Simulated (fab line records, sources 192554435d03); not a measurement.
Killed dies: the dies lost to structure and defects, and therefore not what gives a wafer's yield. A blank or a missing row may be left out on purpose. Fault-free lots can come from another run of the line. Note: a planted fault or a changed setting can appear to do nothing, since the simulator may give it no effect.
Split-lot study | flow n5_finfet | 21 wafers read across 7 lots, on a route 1938 steps long

## THE SPLIT
At N5_HKMG_FIN_PEB_10 (peb time 60 s), the setting peb_time_s was moved away from the recipe's 60 s on 7 of the 21 wafers read, by -9.1% to +22.5%. For the rest of the wafers, this setting stayed at what the recipe calls for.

## FROM SPLIT TO READING: 1 step shown by the file between the two
- N5_HKMG_FIN_DEVELOP_11: develop time 30 s

## THE READING
cd_nm (nm) at N5_HKMG_FIN_CD_MEAS_12, where the cd target is 92.8 nm. On this fab line, fault-free wafers typically give 93.2 nm with a standard deviation of 0.6 nm.

wafer  | tool, chamber at the split | peb_time_s as run, s | against the recipe | cd_nm, nm | against lot-mates on the recipe
L074.3 | litho_track-04, 0          | 60                   | recipe             | 93.2      | -
L074.4 | litho_track-04, 0          | 60                   | recipe             | 93.8      | -
L074.5 | litho_track-04, 0          | 66.7                 | +11.2%             | 96.4      | +2.9
L076.1 | litho_track-04, 0          | 60                   | recipe             | 92.9      | -
L076.4 | litho_track-04, 0          | 60                   | recipe             | 92.8      | -
L076.6 | litho_track-04, 0          | 60                   | recipe             | 92.9      | -
L080.2 | litho_track-01, 0          | 60                   | recipe             | 93.5      | -
L080.5 | litho_track-01, 0          | 54.52                | -9.1%              | 89.8      | -3.3
L080.6 | litho_track-01, 0          | 60                   | recipe             | 92.7      | -
L081.3 | litho_track-04, 0          | 73.49                | +22.5%             | 100.0     | no lot-mate on the recipe
L081.4 | litho_track-04, 0          | 73.49                | +22.5%             | 100.3     | no lot-mate on the recipe
L081.6 | litho_track-04, 0          | 73.49                | +22.5%             | 99.9      | no lot-mate on the recipe
L088.1 | litho_track-05, 0          | 60                   | recipe             | 94.7      | -
L088.2 | litho_track-05, 0          | 60                   | recipe             | 93.7      | -
L088.5 | litho_track-05, 0          | 60                   | recipe             | 94.7      | -
L090.1 | litho_track-01, 0          | 60                   | recipe             | 92.8      | -
L090.4 | litho_track-01, 0          | 60                   | recipe             | 92.3      | -
L090.6 | litho_track-01, 0          | 60                   | recipe             | 92.3      | -
L097.1 | litho_track-05, 0          | 66.68                | +11.1%             | 98.1      | +5.0
L097.2 | litho_track-05, 0          | 60                   | recipe             | 93.1      | -
L097.5 | litho_track-05, 0          | 66.68                | +11.1%             | 97.6      | +4.5

FIT RESULTS
A straight line over all 21 wafers: cd_nm changes by +0.319 nm for each +1% of peb_time_s; r = +0.97; the points scatter about the line by 0.75 nm.
The same after taking each lot's own level away (the mean of its wafers on the recipe; 18 wafers): +0.369 nm for each +1%; r = +0.97; scatter 0.49 nm.
According to that fit, moving peb_time_s by its largest amount changes the reading by 8.3 nm.
The lots' own levels span 92.47 to 94.37 nm, that is 3.2 times the standard deviation above.
So the lot-to-lot level changes the slope: the two fits differ.
Check: +4.61 nm against its lot-mates is what the line predicts for one of the wafers moved furthest among these (+11.2%) when that wafer is left out of the fit. It came out at +2.9 nm against them.

## FURTHER SPLITS ON THESE WAFERS
These wafers also went through other splits before the reading. Each is held against what the fit with the lots' levels taken away leaves over:
other split on the same wafers | wafers away from the commonest value | r with cd_nm (lot level and that fit taken away)
N5_SDB_COAT_05 spin_rpm        | 8                                    | +0.18

## FILE'S OWN FIT
cd_nm changes by +0.351 nm for each +1% of peb_time_s, r = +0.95.
